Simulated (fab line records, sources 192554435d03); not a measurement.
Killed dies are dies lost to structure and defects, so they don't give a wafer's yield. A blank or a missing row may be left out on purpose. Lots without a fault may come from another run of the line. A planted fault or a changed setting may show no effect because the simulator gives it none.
Which tool did it? | flow n5_finfet | 24 lots, 72 wafers sampled, at 6 steps of a route of 1938

WHAT THE GAUGES READ, wafer by wafer
N5_BEOL_M6_OVL_MEAS_12.
lot  | measured     | on         | M6_OVL (nm)
L074 | day 9 05:27  | overlay-01 | -0.9 0.4 -0.9
L075 | day 9 08:13  | overlay-02 | 0.0 0.3 -1.4
L077 | day 9 20:14  | overlay-01 | -0.9 -1.4 -0.8
L076 | day 9 20:26  | overlay-02 | 0.0 -1.0 -0.8
L078 | day 10 02:27 | overlay-02 | -0.6 -0.6 -0.7
L079 | day 10 05:59 | overlay-01 | -0.8 0.1 -0.8
L080 | day 10 06:10 | overlay-02 | 0.3 0.0 0.5
L082 | day 11 04:33 | overlay-02 | 0.7 1.8 0.6
L081 | day 11 04:35 | overlay-01 | 1.0 0.8 0.6
L083 | day 11 07:07 | overlay-01 | -0.6 0.4 -0.2
L084 | day 11 07:21 | overlay-01 | 1.0 0.5 0.6
L087 | day 12 07:59 | overlay-02 | -0.7 -0.7 0.5
L085 | day 12 03:17 | overlay-02 | -0.3 -1.4 -1.0
L088 | day 12 05:30 | overlay-01 | 0.7 0.6 0.5
L086 | day 12 11:16 | overlay-01 | 0.7 0.9 1.0
L089 | day 12 19:00 | overlay-01 | 0.7 0.2 0.0
L091 | day 12 19:37 | overlay-02 | -0.1 -0.2 -1.1
L090 | day 13 06:02 | overlay-01 | 0.4 0.9 0.1
L092 | day 13 13:54 | overlay-01 | -1.4 -1.0 -0.7
L093 | day 13 15:52 | overlay-01 | -1.0 -1.0 0.5
L094 | day 14 06:04 | overlay-01 | -1.3 -0.9 0.2
L095 | day 14 09:13 | overlay-01 | -1.1 -0.1 0.0
L097 | day 15 03:44 | overlay-02 | 1.0 1.4 1.5
L096 | day 15 09:03 | overlay-02 | -0.2 -1.1 -0.6

WHICH TOOL RAN EACH LOT (tool, then ch and the chambers of the sampled wafers, then the start)
lot  | N5_BEOL_M5_SPUTTER_48        | N5_BEOL_M5_SPUTTER_83        | N5_BEOL_M5_ANNEAL_51             | N5_BEOL_M5_DEP_56               | N5_BEOL_M6_CURE_74
L074 | pvd_sputter-01, day 8 21:46  | pvd_sputter-01, day 8 23:56  | rtp_anneal-01 ch 0, day 9 02:19  | pecvd-03 ch 0,2, day 9 03:07    | uv_cure-01 ch 0, day 9 03:18
L075 | pvd_sputter-03, day 9 00:05  | pvd_sputter-03, day 9 02:16  | rtp_anneal-02 ch 0, day 9 04:45  | pecvd-03 ch 0,1, day 9 05:27    | uv_cure-03 ch 0, day 9 05:48
L077 | pvd_sputter-03, day 9 11:52  | pvd_sputter-03, day 9 14:03  | rtp_anneal-01 ch 0, day 9 16:25  | pecvd-01 ch 0,1, day 9 17:13    | uv_cure-03 ch 1, day 9 17:26
L076 | pvd_sputter-01, day 9 12:16  | pvd_sputter-01, day 9 14:26  | rtp_anneal-01 ch 0, day 9 16:49  | pecvd-01 ch 0,1, day 9 17:40    | uv_cure-02 ch 2, day 9 17:53
L078 | pvd_sputter-02, day 9 17:27  | pvd_sputter-02, day 9 19:38  | rtp_anneal-01 ch 0, day 9 22:03  | pecvd-01 ch 0,1, day 9 22:48    | uv_cure-01 ch 0, day 9 23:07
L079 | pvd_sputter-01, day 9 21:17  | pvd_sputter-01, day 9 23:28  | rtp_anneal-02 ch 0, day 10 01:55 | pecvd-04 ch 0,1, day 10 03:18   | uv_cure-03 ch 2, day 10 03:39
L080 | pvd_sputter-03, day 9 21:43  | pvd_sputter-03, day 9 23:53  | rtp_anneal-02 ch 0, day 10 02:16 | pecvd-04 ch 0,1,2, day 10 03:23 | uv_cure-02 ch 2, day 10 03:35
L082 | pvd_sputter-01, day 10 17:45 | pvd_sputter-01, day 10 19:55 | rtp_anneal-01 ch 0, day 10 22:21 | pecvd-01 ch 0,2, day 10 23:06   | uv_cure-01 ch 1, day 10 23:28
L081 | pvd_sputter-03, day 10 18:52 | pvd_sputter-03, day 10 21:03 | rtp_anneal-01 ch 0, day 10 23:28 | pecvd-04 ch 0,2, day 11 00:25   | uv_cure-02 ch 1, day 11 00:41
L083 | pvd_sputter-02, day 10 23:23 | pvd_sputter-02, day 11 01:34 | rtp_anneal-02 ch 0, day 11 04:06 | pecvd-04 ch 0,1,2, day 11 05:23 | uv_cure-02 ch 0, day 11 05:39
L084 | pvd_sputter-03, day 10 23:33 | pvd_sputter-03, day 11 01:44 | rtp_anneal-01 ch 0, day 11 04:28 | pecvd-01 ch 0,1,2, day 11 05:25 | uv_cure-03 ch 0, day 11 05:37
L087 | pvd_sputter-01, day 11 20:02 | pvd_sputter-01, day 11 22:12 | rtp_anneal-01 ch 0, day 12 04:46 | pecvd-01 ch 0,1, day 12 05:31   | uv_cure-01 ch 0, day 12 05:47
L085 | pvd_sputter-03, day 11 20:23 | pvd_sputter-03, day 11 22:34 | rtp_anneal-01 ch 0, day 12 01:02 | pecvd-01 ch 0,2, day 12 01:46   | uv_cure-01 ch 2, day 12 02:07
L088 | pvd_sputter-02, day 11 21:47 | pvd_sputter-02, day 11 23:58 | rtp_anneal-01 ch 0, day 12 02:23 | pecvd-01 ch 0,2, day 12 03:10   | uv_cure-03 ch 2, day 12 03:28
L086 | pvd_sputter-03, day 12 03:06 | pvd_sputter-03, day 12 05:16 | rtp_anneal-01 ch 0, day 12 07:39 | pecvd-01 ch 0,1,2, day 12 08:26 | uv_cure-01 ch 2, day 12 08:57
L089 | pvd_sputter-03, day 12 10:44 | pvd_sputter-03, day 12 12:54 | rtp_anneal-01 ch 0, day 12 15:19 | pecvd-01 ch 0,1,2, day 12 16:07 | uv_cure-01 ch 1, day 12 16:24
L091 | pvd_sputter-01, day 12 12:16 | pvd_sputter-01, day 12 14:26 | rtp_anneal-02 ch 0, day 12 17:15 | pecvd-04 ch 1,2, day 12 18:00   | uv_cure-02 ch 1, day 12 18:16
L090 | pvd_sputter-01, day 12 22:15 | pvd_sputter-01, day 13 00:25 | rtp_anneal-01 ch 0, day 13 03:02 | pecvd-04 ch 0,2, day 13 03:49   | uv_cure-01 ch 1, day 13 04:01
L092 | pvd_sputter-03, day 13 04:15 | pvd_sputter-03, day 13 06:26 | rtp_anneal-02 ch 0, day 13 08:54 | pecvd-01 ch 0,1,2, day 13 09:41 | uv_cure-02 ch 0, day 13 10:01
L093 | pvd_sputter-01, day 13 08:34 | pvd_sputter-01, day 13 10:45 | rtp_anneal-02 ch 0, day 13 13:13 | pecvd-04 ch 1,2, day 13 13:55   | uv_cure-01 ch 1, day 13 14:17
L094 | pvd_sputter-03, day 13 22:38 | pvd_sputter-03, day 14 00:49 | rtp_anneal-02 ch 0, day 14 03:19 | pecvd-01 ch 1,2, day 14 04:01   | uv_cure-03 ch 2, day 14 04:45
L095 | pvd_sputter-01, day 14 00:01 | pvd_sputter-01, day 14 02:11 | rtp_anneal-01 ch 0, day 14 04:34 | pecvd-01 ch 1,2, day 14 05:23   | uv_cure-03 ch 2, day 14 05:35
L097 | pvd_sputter-02, day 14 20:31 | pvd_sputter-02, day 14 22:41 | rtp_anneal-02 ch 0, day 15 01:04 | pecvd-01 ch 1,2, day 15 02:01   | uv_cure-01 ch 1, day 15 02:13
L096 | pvd_sputter-01, day 15 01:40 | pvd_sputter-01, day 15 03:50 | rtp_anneal-01 ch 0, day 15 06:13 | pecvd-04 ch 0,1,2, day 15 07:04 | uv_cure-03 ch 2, day 15 07:15
- N5_BEOL_M5_SPUTTER_48: material Cu, target thk 15 nm, time 27.62 s.
- N5_BEOL_M5_SPUTTER_83: material Cu, target thk 15 nm, time 27.62 s.
- N5_BEOL_M5_ANNEAL_51: time 90 s.
- N5_BEOL_M5_DEP_56: deposits SiCN from 3MS/NH3, target thk 8 nm, time 14 s.
- N5_BEOL_M6_CURE_74: cures SiCOH lowk, time 240 s.

WHAT THE TOOLS THEMSELVES READ (means of the sampled wafers that have a number; where no wafer has one, the mark that the record gives instead)
N5_BEOL_M5_SPUTTER_48.
lot  | tool           | substrate_temp_c (C) | throttle_valve_pct (%)
L074 | pvd_sputter-01 | -19.92               | 30.2
L075 | pvd_sputter-03 | -20.00               | 31.6
L077 | pvd_sputter-03 | -19.98               | 30.0
L076 | pvd_sputter-01 | -19.94               | 30.8
L078 | pvd_sputter-02 | -19.87               | 30.0
L079 | pvd_sputter-01 | -19.97               | 31.6
L080 | pvd_sputter-03 | -19.88               | 29.8
L082 | pvd_sputter-01 | -20.05               | 30.7
L081 | pvd_sputter-03 | -19.94               | 30.1
L083 | pvd_sputter-02 | -20.01               | 30.3
L084 | pvd_sputter-03 | -20.10               | 31.0
L087 | pvd_sputter-01 | -19.96               | 31.7
L085 | pvd_sputter-03 | -20.04               | 31.8
L088 | pvd_sputter-02 | -19.98               | 30.3
L086 | pvd_sputter-03 | -20.02               | 31.0
L089 | pvd_sputter-03 | -20.12               | 30.9
L091 | pvd_sputter-01 | -20.07               | 30.8
L090 | pvd_sputter-01 | -20.08               | 30.9
L092 | pvd_sputter-03 | -20.04               | 29.3
L093 | pvd_sputter-01 | -19.97               | 30.8
L094 | pvd_sputter-03 | -19.90               | 30.0
L095 | pvd_sputter-01 | -19.95               | 31.1
L097 | pvd_sputter-02 | -19.93               | 30.6
L096 | pvd_sputter-01 | -19.96               | 31.1

N5_BEOL_M5_SPUTTER_83.
lot  | tool           | substrate_temp_c (C) | throttle_valve_pct (%)
L074 | pvd_sputter-01 | -20.00               | 30.3
L075 | pvd_sputter-03 | -19.84               | 31.8
L077 | pvd_sputter-03 | -19.99               | 30.0
L076 | pvd_sputter-01 | -19.95               | 30.8
L078 | pvd_sputter-02 | -19.92               | 30.1
L079 | pvd_sputter-01 | -19.96               | 31.6
L080 | pvd_sputter-03 | -20.04               | 29.9
L082 | pvd_sputter-01 | -19.95               | 30.7
L081 | pvd_sputter-03 | -19.93               | 30.2
L083 | pvd_sputter-02 | -19.98               | 30.3
L084 | pvd_sputter-03 | -20.03               | 31.0
L087 | pvd_sputter-01 | -20.05               | 31.7
L085 | pvd_sputter-03 | -19.96               | 31.8
L088 | pvd_sputter-02 | -20.05               | 30.5
L086 | pvd_sputter-03 | -19.91               | 30.9
L089 | pvd_sputter-03 | -19.88               | 30.9
L091 | pvd_sputter-01 | -20.01               | 30.8
L090 | pvd_sputter-01 | -20.00               | 30.9
L092 | pvd_sputter-03 | -20.06               | 29.2
L093 | pvd_sputter-01 | -19.91               | 30.9
L094 | pvd_sputter-03 | -19.96               | 30.0
L095 | pvd_sputter-01 | -20.06               | 31.0
L097 | pvd_sputter-02 | -19.93               | 30.5
L096 | pvd_sputter-01 | -19.98               | 31.0

N5_BEOL_M5_ANNEAL_51.
lot  | tool          | wafer_temp_C_max
L074 | rtp_anneal-01 | 225.67
L075 | rtp_anneal-02 | 225.51
L077 | rtp_anneal-01 | 225.98
L076 | rtp_anneal-01 | 225.88
L078 | rtp_anneal-01 | 225.80
L079 | rtp_anneal-02 | 226.04
L080 | rtp_anneal-02 | 225.94
L082 | rtp_anneal-01 | 226.05
L081 | rtp_anneal-01 | 225.52
L083 | rtp_anneal-02 | 225.78
L084 | rtp_anneal-01 | 226.04
L087 | rtp_anneal-01 | 225.85
L085 | rtp_anneal-01 | 225.85
L088 | rtp_anneal-01 | 225.82
L086 | rtp_anneal-01 | 225.85
L089 | rtp_anneal-01 | 226.08
L091 | rtp_anneal-02 | 225.89
L090 | rtp_anneal-01 | 225.95
L092 | rtp_anneal-02 | 225.66
L093 | rtp_anneal-02 | 225.75
L094 | rtp_anneal-02 | 225.87
L095 | rtp_anneal-01 | 225.59
L097 | rtp_anneal-02 | 225.83
L096 | rtp_anneal-01 | 225.84

N5_BEOL_M5_DEP_56.
lot  | tool     | showerhead_plenum_p_Torr (Torr) | throttle_valve_pct (%)
L074 | pecvd-03 | 3.659                           | 9.0
L075 | pecvd-03 | 3.648                           | 9.2
L077 | pecvd-01 | 3.657                           | 9.4
L076 | pecvd-01 | 3.660                           | 9.0
L078 | pecvd-01 | 3.651                           | 9.3
L079 | pecvd-04 | 3.654                           | 8.5
L080 | pecvd-04 | 3.666                           | 8.6
L082 | pecvd-01 | 3.663                           | 8.4
L081 | pecvd-04 | 3.660                           | 8.6
L083 | pecvd-04 | 3.668                           | 8.7
L084 | pecvd-01 | 3.658                           | 8.9
L087 | pecvd-01 | 3.659                           | 8.9
L085 | pecvd-01 | 3.665                           | 8.2
L088 | pecvd-01 | 3.662                           | 8.2
L086 | pecvd-01 | 3.660                           | 8.9
L089 | pecvd-01 | 3.659                           | 8.8
L091 | pecvd-04 | 3.673                           | 8.6
L090 | pecvd-04 | 3.665                           | 8.5
L092 | pecvd-01 | 3.658                           | 8.8
L093 | pecvd-04 | 3.674                           | 8.6
L094 | pecvd-01 | 3.657                           | 9.0
L095 | pecvd-01 | 3.657                           | 8.7
L097 | pecvd-01 | 3.651                           | 9.1
L096 | pecvd-04 | 3.660                           | 8.6

N5_BEOL_M6_CURE_74.
lot  | tool       | lamp_power_pct (%) | wafer_temp_C_max
L074 | uv_cure-01 | 52.29              | 387.5
L075 | uv_cure-03 | 52.31              | 387.6
L077 | uv_cure-03 | 52.35              | 386.8
L076 | uv_cure-02 | 52.32              | 388.4
L078 | uv_cure-01 | 52.31              | 386.9
L079 | uv_cure-03 | 52.30              | 386.1
L080 | uv_cure-02 | 52.29              | 388.7
L082 | uv_cure-01 | 52.29              | 386.5
L081 | uv_cure-02 | 52.39              | 387.3
L083 | uv_cure-02 | 52.32              | 386.5
L084 | uv_cure-03 | 52.37              | 387.2
L087 | uv_cure-01 | 52.31              | 386.9
L085 | uv_cure-01 | 52.34              | 387.5
L088 | uv_cure-03 | 52.31              | 386.0
L086 | uv_cure-01 | 52.31              | 387.9
L089 | uv_cure-01 | 52.28              | 386.5
L091 | uv_cure-02 | 52.34              | 387.1
L090 | uv_cure-01 | 52.32              | 386.7
L092 | uv_cure-02 | 52.34              | 386.5
L093 | uv_cure-01 | 52.29              | 386.5
L094 | uv_cure-03 | 52.32              | 386.1
L095 | uv_cure-03 | 52.31              | 386.3
L097 | uv_cure-01 | 52.35              | 386.7
L096 | uv_cure-03 | 52.29              | 386.6

THE ANSWER, worked out from the rows above alone
Rule: what is usual is taken from the lots themselves. Put in order of their means at a reading, lots are off if they are a third of the lots or fewer, leave a main group of 4 or more, and stand apart from it by a gap of 3 or more times the standard deviation of the main group's means; of several such gaps the widest counts. A main group whose means are all the same, to the digits that the tables above print for the reading, isn't used. A lot without any number at a reading at which 4 lots or more have one is off too. The other lots that the step has rows for count as sound. The gauges are gone through in route order, then the tools' own readings, and for those a lot's mean is taken as printed above. The first step at which some lot is off is used, and at that step the reading that is off furthest; a lot without a number counts as furthest.
No lot is off at any reading shown: from this, nothing can be told.

WHAT THE SIMULATOR HAD PUT IN
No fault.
